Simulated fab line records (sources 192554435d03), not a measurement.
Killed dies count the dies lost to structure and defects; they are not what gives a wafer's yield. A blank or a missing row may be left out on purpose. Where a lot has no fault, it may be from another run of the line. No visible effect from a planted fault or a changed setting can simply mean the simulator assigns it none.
Matching of chambers :: flow n5Finfet :: N5_BEOL_M5_DESCUM_16 on rieDiel-02: 4 sister chambers
The step chemistry O2, time 7 s. 4 wafers are shown with their chamber, then 8 later ones without.

## WAFERS PAIRED WITH THEIR CHAMBERS
wafer: L083.6
chamber: 3
showerheadPlenumPTorr (Torr): 2.22

wafer: L084.1
chamber: 2
showerheadPlenumPTorr (Torr): 2.03

wafer: L084.6
chamber: 1
showerheadPlenumPTorr (Torr): 2.24

wafer: L088.1
chamber: 0
showerheadPlenumPTorr (Torr): 2.20

## WAFERS WHOSE CHAMBER IS MISSING
wafer: L088.2
showerheadPlenumPTorr (Torr): 2.03

wafer: L088.6
showerheadPlenumPTorr (Torr): 2.03

wafer: L096.1
showerheadPlenumPTorr (Torr): 2.23

wafer: L096.2
showerheadPlenumPTorr (Torr): 2.02

wafer: L096.5
showerheadPlenumPTorr (Torr): 2.23

wafer: L095.2
showerheadPlenumPTorr (Torr): 2.23

wafer: L095.3
showerheadPlenumPTorr (Torr): 2.02

wafer: L095.5
showerheadPlenumPTorr (Torr): 2.23

## EACH ONE'S CHAMBER
wafer: L088.2
from the rows above: 2
in truth: 2

wafer: L088.6
from the rows above: 2
in truth: 2

wafer: L096.1
from the rows above: can't be placed: 3 or 1
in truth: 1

wafer: L096.2
from the rows above: 2
in truth: 2

wafer: L096.5
from the rows above: can't be placed: 3 or 1
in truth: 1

wafer: L095.2
from the rows above: can't be placed: 3 or 1
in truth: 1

wafer: L095.3
from the rows above: 2
in truth: 2

wafer: L095.5
from the rows above: can't be placed: 3 or 1
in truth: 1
Correctly placed: 4 of 8. Cannot be placed on the basis of these rows: 4; the candidates contain the true chamber in 4. 0 placed wrongly.
How it was worked out, from the rows above alone: a wafer's distance from a chamber is the root of the sum, over the readings, of the square of ((its reading less the chamber's mean) divided by the reading's scatter). The wafer belongs to the nearest chamber; if the next one is less than 2 further off, it can't be placed. Each chamber's mean is taken over the wafers shown for it. The scatter: root of mean squared gap, hidden wafer to nearest shown wafer, with one shown wafer a chamber.
